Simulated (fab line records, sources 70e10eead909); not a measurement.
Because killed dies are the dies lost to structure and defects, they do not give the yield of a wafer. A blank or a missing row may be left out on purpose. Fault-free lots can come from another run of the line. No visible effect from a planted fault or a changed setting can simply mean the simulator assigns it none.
fab line records + flow nandHarc
record
- lots=4
- wafers=12
- lastDay=21
route steps=1159 shown A_ONON_D1@438 A_CHANNEL_HOLE_D1@450 END@1159
lots untouched by any fault: they come from a run of this same line in which no faults occurred
startH: hours from the record's first day to the start of the lot's first wafer shown + waitH: hours elapsed since this lot's preceding step + " repeats the value in the row above + L1.1+2: a row that stands for several wafers + - no value present, or no start provided + * or withheld: withheld + < > ~ a bound
route shown NAME@n: names a module that has steps shown in the file, with the first one's number in the route + usual: mean and standard deviation over wafers with no fault + same: alike in all rows + chamber/n: place in a boat + sites: readings site by site + _std_site: the standard deviation of these + _edge_site: inner sites' mean taken away from outer sites' mean + radiusMm: how far each site lies from the wafer's centre + mask NAME#n: copy n + behind: the tool/chamber that last shaped the wafer + hold: why the lot was held/for how many hours/how that ended + device: the transistor (n, p or np) that didn't switch + end of line: tests run on the same wafers once the route is complete + where a step has no rows: the recipe by itself + killed: dies lost to structure and defects at the first sort, not the wafer's yield + map: a wafer's dies, marking killed ones x, the rest . and places with no die _
set.NAME: the run value of the setting; set.NAME@STEP: its run value at that earlier step + model.NAME: the simulator's own value behind a step, which no gauge read
certain route steps with their lots: each step a table, each wafer a row
services: a tool's chamber out of use, with start hour (startH, from the record's first day; less than 0 if before it), hours out, and reason
## steps
# step NHARC_A_ONON_D1_DEP_19
# recipe
- targetThkA=10000
- n2FlowSccm=2750
- n2oFlowSccm=2000
- nh3FlowSccm=500
- sih4FlowSccm=210
- tempC=400
# step NHARC_A_ONON_D1_DEP_22
# recipe
- targetThkA=10000
- n2FlowSccm=2750
- n2oFlowSccm=2000
- nh3FlowSccm=500
- sih4FlowSccm=210
- tempC=400
# step NHARC_A_ONON_D1_DEP_25
# recipe
- targetThkA=10000
- n2FlowSccm=2750
- n2oFlowSccm=2000
- nh3FlowSccm=500
- sih4FlowSccm=210
- tempC=400
# step NHARC_A_ONON_D1_DEP_28
# recipe
- targetThkA=10000
- n2FlowSccm=2750
- n2oFlowSccm=2000
- nh3FlowSccm=500
- sih4FlowSccm=210
- tempC=400
# step NHARC_A_ONON_D1_DEP_33
# recipe
- targetThkA=2000
- tempC=400
- pressureTorr=6.5
- rfW=900
- teosFlowSccm=161.4
- flowSccm=2650
- targetThkNm=200
- gas=O2
- material=SiO2
# step NHARC_A_CHANNEL_HOLE_D1_DEP_00
# recipe
- targetThkA=31000
- tempC=400
- material=aC
# usual
- throttleValvePct=35.000/0.0089
| lot.wafer | tool      | chamber | startH | waitH | throttleValvePct |
|-----------|-----------|---------|--------|-------|------------------|
| L902.1    | aclDep-02 | 0       | 184.91 | 0.1   | 35.008           |
| L902.3    | "         | 0       | "      | "     | 34.993           |
| L902.4    | "         | 0       | "      | "     | 34.996           |
| L908.1    | aclDep-01 | 0       | 210.32 | 0.1   | 34.999           |
| L908.4    | "         | 0       | "      | "     | 34.985           |
| L908.6    | "         | 0       | "      | "     | 34.988           |
| L910.1    | aclDep-02 | 0       | 233.45 | 4.8   | 35.001           |
| L910.5    | "         | 0       | 234.72 | 6.1   | 35.005           |
| L910.6    | "         | 0       | "      | "     | 34.994           |
| L912.1    | aclDep-02 | 0       | 254.54 | 0.1   | 34.992           |
| L912.4    | "         | 0       | "      | "     | 35.005           |
| L912.6    | "         | 0       | "      | "     | 35.015           |
# step NHARC_A_CHANNEL_HOLE_D1_DEP_01
# recipe
- targetThkA=1400
- targetThkNm=140
- tempC=400
- pressureTorr=3.5
- flowSccm=200
- rfW=350
- material=SiON
# step NHARC_A_CHANNEL_HOLE_D1_DEHYDRATE_02
# recipe
- tempC=150
- timeS=120
# step NHARC_A_CHANNEL_HOLE_D1_HMDS_03
# recipe
- timeS=30
# step NHARC_A_CHANNEL_HOLE_D1_COAT_36
# recipe
- tempC=260
- timeS=75
# step NHARC_A_CHANNEL_HOLE_D1_COAT_37
# recipe
- tempC=225
- timeS=65
# step NHARC_A_CHANNEL_HOLE_D1_COAT_04
# recipe
- spinRpm=1500
- resistThkNm=90
# step NHARC_A_CHANNEL_HOLE_D1_SOFTBAKE_05
# recipe
- tempC=105
- timeS=55
# step NHARC_A_CHANNEL_HOLE_D1_EBR_06
# step NHARC_A_CHANNEL_HOLE_D1_EXPOSE_07
# recipe
- na=1.35
- targetCdNm=100
- sigmaOuter=0.3
- doseMj=59.65
- maskId=HOLE_D1
# step NHARC_A_CHANNEL_HOLE_D1_PEB_08
# recipe
- pebTempC=100
- pebTimeS=65
# step NHARC_A_CHANNEL_HOLE_D1_DEVELOP_09
# recipe
- developTimeS=35
- devTempC=23
# step NHARC_A_CHANNEL_HOLE_D1_DESCUM_15
# recipe
- timeS=3
- o2FlowSccm=200
- arFlowSccm=0
- biasPowerW=0
- chemistry=O2
# step NHARC_A_CHANNEL_HOLE_D1_ETCH_38
# recipe
- targetDepthA=390
- overEtchFrac=0.3
- timeS=65
- ionEnergyEv=80
- cf4FlowSccm=150
- arFlowSccm=0
- rfW=300
- biasW=100
- chemistry=CF4
# step NHARC_A_CHANNEL_HOLE_D1_ETCH_39
# recipe
- targetDepthA=2600
- overEtchFrac=0.3
- timeS=325
- ionEnergyEv=200
- n2FlowSccm=150
- h2FlowSccm=150
- arFlowSccm=0
- rfW=400
- biasW=150
- chemistry=N2/H2
# step NHARC_A_CHANNEL_HOLE_D1_ETCH_34
# recipe
- targetDepthA=1540
- timeS=77
- cf4FlowSccm=100
- chf3FlowSccm=30
- arFlowSccm=0
- rfW=500
- biasW=200
- chemistry=CF4/CHF3
# step NHARC_A_CHANNEL_HOLE_D1_ETCH_16
# recipe
- targetDepthA=31000
- overEtchFrac=0.3
- timeS=806
- ionEnergyEv=150
- o2FlowSccm=400
- cosFlowSccm=20
- arFlowSccm=0
- rfW=500
- biasW=300
- chemistry=O2/COS
# step NHARC_A_CHANNEL_HOLE_D1_ETCH_19
# recipe
- biasV=1200
- sourceW=2500
- pressureMtorr=15
- timeS=34.5
- arFlowSccm=375
- c4f8FlowSccm=28.8
- o2FlowSccm=96.2
- tempC=-20
- targetDepthA=*
- chemistry=C4F8/O2/Ar
# step NHARC_A_CHANNEL_HOLE_D1_ETCH_20
# recipe
- biasV=3000
- sourceW=withheld
- pressureMtorr=20
- timeS=361.9
- arFlowSccm=375
- c4f8FlowSccm=89.3
- o2FlowSccm=35.7
- tempC=-20
- targetDepthA=16000
- chemistry=C4F8/O2/Ar
# step NHARC_A_CHANNEL_HOLE_D1_ETCH_21
# recipe
- biasV=3000
- sourceW=withheld
- pressureMtorr=20
- timeS=514.3
- arFlowSccm=375
- c4f8FlowSccm=89.3
- o2FlowSccm=35.7
- tempC=-20
- targetDepthA=16000
- chemistry=C4F8/O2/Ar
# step NHARC_A_CHANNEL_HOLE_D1_ETCH_22
# recipe
- biasV=3000
- sourceW=withheld
- pressureMtorr=20
- timeS=666.7
- arFlowSccm=375
- c4f8FlowSccm=89.3
- o2FlowSccm=35.7
- tempC=-20
- targetDepthA=16000
- chemistry=C4F8/O2/Ar
# step NHARC_A_CHANNEL_HOLE_D1_ETCH_23
# recipe
- biasV=5000
- sourceW=withheld
- pressureMtorr=20
- timeS=819
- arFlowSccm=375
- c4f8FlowSccm=89.3
- o2FlowSccm=35.7
- tempC=-20
- targetDepthA=16000
- chemistry=C4F8/O2/Ar
# step NHARC_A_CHANNEL_HOLE_D1_ETCH_24
# recipe
- biasV=5000
- sourceW=withheld
- pressureMtorr=20
- timeS=906.2
- arFlowSccm=375
- c4f8FlowSccm=93.8
- o2FlowSccm=31.2
- tempC=-20
- targetDepthA=15000
- chemistry=C4F8/O2/Ar
# step NHARC_A_CHANNEL_HOLE_D1_ETCH_25
# recipe
- biasV=5000
- sourceW=withheld
- pressureMtorr=20
- timeS=1040.2
- arFlowSccm=375
- c4f8FlowSccm=93.8
- o2FlowSccm=31.2
- tempC=-20
- targetDepthA=15000
- chemistry=C4F8/O2/Ar
# step NHARC_A_CHANNEL_HOLE_D1_ETCH_26
# recipe
- biasV=300
- sourceW=2000
- pressureMtorr=30
- timeS=224.1
- arFlowSccm=375
- c4f8FlowSccm=11.4
- o2FlowSccm=113.6
- tempC=-20
- targetDepthA=3000
- chemistry=C4F8/O2/Ar
# step NHARC_A_CHANNEL_HOLE_D1_ETCH_33
# recipe
- biasV=400
- sourceW=2000
- pressureMtorr=25
- timeS=90
- arFlowSccm=375
- c4f8FlowSccm=41.7
- o2FlowSccm=83.3
- tempC=-20
- targetDepthA=4000
- chemistry=C4F8/O2/Ar
# step NHARC_END_SORT_01
# recipe
- tempC=25
# usual
- killedAtArray=29/12
- killedAtOther=0.7/1
- killedAtPeriphery=4/3.2
- killedDies=34/12
- killedOpen=3.4/2
- killedShort=1.8/1.3
# same
- grossDies=677
| lot.wafer | tool      | chamber | startH | waitH | killedAtArray | killedAtOther | killedAtPeriphery | killedDies | killedOpen | killedShort |
|-----------|-----------|---------|--------|-------|---------------|---------------|-------------------|------------|------------|-------------|
| L910.1    | prober-02 | 0       | 489.56 | 2.4   | 174           | 1             | 3                 | 178        | 4          | 3           |
| L910.5    | prober-02 | 0       | 492.79 | 3.7   | 164           | 0             | 1                 | 165        | 2          | 5           |
| L910.6    | prober-02 | 0       | 493.60 | 4.0   | 261           | 0             | 1                 | 262        | 4          | 0           |
| L912.1    | prober-02 | 0       | 505.21 | 2.5   | 205           | 0             | 5                 | 210        | 2          | 2           |
| L912.4    | prober-02 | 0       | 507.59 | 3.4   | 227           | 0             | 4                 | 231        | 1          | 3           |
| L912.6    | prober-02 | 0       | 509.18 | 4.0   | 140           | 0             | 6                 | 146        | 2          | 1           |
# killed by level:class
L910.1 A_CHANNEL_HOLE_D1:areaDep=147 A_SLIT:chamberFilmFlake=9 A_STAIRCASE:chamberFilmFlake=7 A_CHANNEL_FILL_D1:chamberFilmFlake=3 A_CONTACT:geometricParticle:open=2 A_CONTACT:chamberFilmFlake=2 P_GATE:geometricParticle:short=1 P_M1:geometricParticle:open=1
L910.5 A_CHANNEL_HOLE_D1:areaDep=134 A_SLIT:chamberFilmFlake=17 A_CHANNEL_FILL_D1:chamberFilmFlake=3 A_CONTACT:chamberFilmFlake=3 A_M0:geometricParticle:open=2 P_STI:geometricParticle:short=1 A_ONON_D1:geometricParticle:short=1 A_CHANNEL_HOLE_D1:geometricParticle:short=1
L910.6 A_CHANNEL_HOLE_D1:areaDep=239 A_SLIT:chamberFilmFlake=10 A_CONTACT:chamberFilmFlake=4 A_CHANNEL_HOLE_D1:chamberFilmFlake=3 A_CONTACT:geometricParticle:open=2 A_CHANNEL_FILL_D1:chamberFilmFlake=2 P_GATE:geometricParticle:open=1 A_BLC:geometricParticle:open=1
L912.1 A_CHANNEL_HOLE_D1:areaDep=166 A_SLIT:chamberFilmFlake=13 A_CHANNEL_HOLE_D1:chamberFilmFlake=10 A_CONTACT:chamberFilmFlake=5 A_STAIRCASE:chamberFilmFlake=4 A_M0:chamberFilmFlake=4 P_BONDPAD:chamberFilmFlake=3 A_WL_FILL:geometricParticle:short=2
L912.4 A_CHANNEL_HOLE_D1:areaDep=189 A_SLIT:chamberFilmFlake=14 A_CHANNEL_HOLE_D1:chamberFilmFlake=9 A_CONTACT:chamberFilmFlake=4 A_M0:chamberFilmFlake=4 A_M1:chamberFilmFlake=3 P_BONDPAD:chamberFilmFlake=2 P_M0:geometricParticle:short=1
L912.6 A_CHANNEL_HOLE_D1:areaDep=104 A_CHANNEL_HOLE_D1:chamberFilmFlake=12 A_SLIT:chamberFilmFlake=12 A_CONTACT:chamberFilmFlake=4 P_BONDPAD:chamberFilmFlake=3 A_STAIRCASE:chamberFilmFlake=3 A_M0:chamberFilmFlake=3 P_M0:geometricParticle:short=1
# map L910.6 (x killed, . not)
____________.____________
_________...x..._________
_______..........._______
______.x...........______
_____..............._____
____...x.xx..........____
____.............x...____
___......x.x.xx.x.x...___
___....xx..x.x....x...___
__..xx....xx.x...xxxx..__
__....xxx.x..xx.x....x.__
_...x...xxxxx.x.xxxx...._
_.....xxxx.xxx.x....x..._
_...x..xx..xxx.xx.x....._
_.x.xx.x.xxxxx.x.x.x...._
_....xx.x.xxx.xxxx......_
.......xxxx.xxxxx.x....x.
x..x....xxx.xxxxx.x.x....
...x.x.xx.x.xxxxx.x.x....
...xxx.xxxxxxxx.xxx.x.x..
......xxx..x.xxxx.x......
_..x.x.x.xxxxxxxxxx.x..._
_..x.xx.xxxxxxxxxxx..x.x_
_...x...xx.xxxx..xxx...._
_...xx.xxxxxx.xxxxxx...._
_.x...x.x.xxx.xxxx..x..._
__...x..xxx.xxx.xx..xx.__
__...xx..x.x.x..xx....x__
___.......xxx.xxxx....___
___...x...x.xx.x.xx...___
____..x.xx...xx..xx..____
____x..x..x.x..x.....____
_____........xx..x.._____
______....x........______
_______...x...x..x_______
_________......._________
____________.____________
# map L912.4 (x killed, . not)
____________.____________
_________......._________
_______..........._______
______.............______
_____..........x...._____
____.....x...........____
____.................____
___.....x............x___
___......x..x.........___
__.....xx....x.........__
__.x............x......__
_........xxx......x....._
_..xxx.xx..xxx.x.x......_
_....xxxx.xxxxxx........_
_..xx.x.xxx....xxx....x._
_.xx.x..xxxxx..xxxx..x.._
x..x..x.x...xxx..x..xxx..
.x.....xxxx...xxxx...x...
.......xxxx.x..xxxx......
...x...x.x.xxxxx..x..x...
......x..xxx..xx.xx.....x
_xxxxx..xxx......x..x..x_
_x..x.....xxx...xx..xxxx_
_..x...x.xxxx.xxxxxx...x_
_..x.x.xxx.xx.x.xxxx...x_
_.....x..xxx.xx..x.xxx.x_
__..x...x....xxxxxxx...__
__....xxxxx..x.x.x..xxx__
___..x..xx.xx.xxx..x..___
___....xxxx..xx...x...___
____x..x.x.xxxx...x..____
____..x...x...x......____
_____.....x.x......._____
______xxxxx.....xx.______
_______..xxx.xx..._______
_________x..xxx._________
____________.____________
## services
| tool      | chamber | startH | hours | kind |
|-----------|---------|--------|-------|------|
| aclDep-02 | -       | 167.16 | 13.0  | pm   |
## key
firstSign
- step=NHARC_END_SORT_01
- reading=killedDies
- direction=up
- sigmas=14
- usual=34
- struck=199
effect
- step=NHARC_END_SORT_01
- reading=killedAtArray
- direction=up
- sigmas=14
- usual=29
- struck=195
moreKillsBornAt
- NHARC_A_CHANNEL_HOLE_D1_DEP_00@aclDep-02=979
metAt NHARC_A_CHANNEL_HOLE_D1_DEP_00
struckWafers L910.1,L910.5,L910.6,L912.1,L912.4,L912.6
testerLeftOut L910,L912
onsetBetween 184.91 233.45
alsoFits time
fault
- kind=processParameterDrift
- tool=aclDep-02
- chamber=0
- onsetH=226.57
- steps=NHARC_A_CHANNEL_HOLE_D1_DEP_00
- channel=targetThkA
- offset=*
- shape=step
- endH=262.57
- actsIn=*
- stated=*
# testerLeftOut: of these lots the tester's yield and bins aren't shown, on N5 and GAA mostly nor the transistor test; their killed dies are dies lost to structure and defects alone, not to doping, threshold or leakage, so they don't give the yield
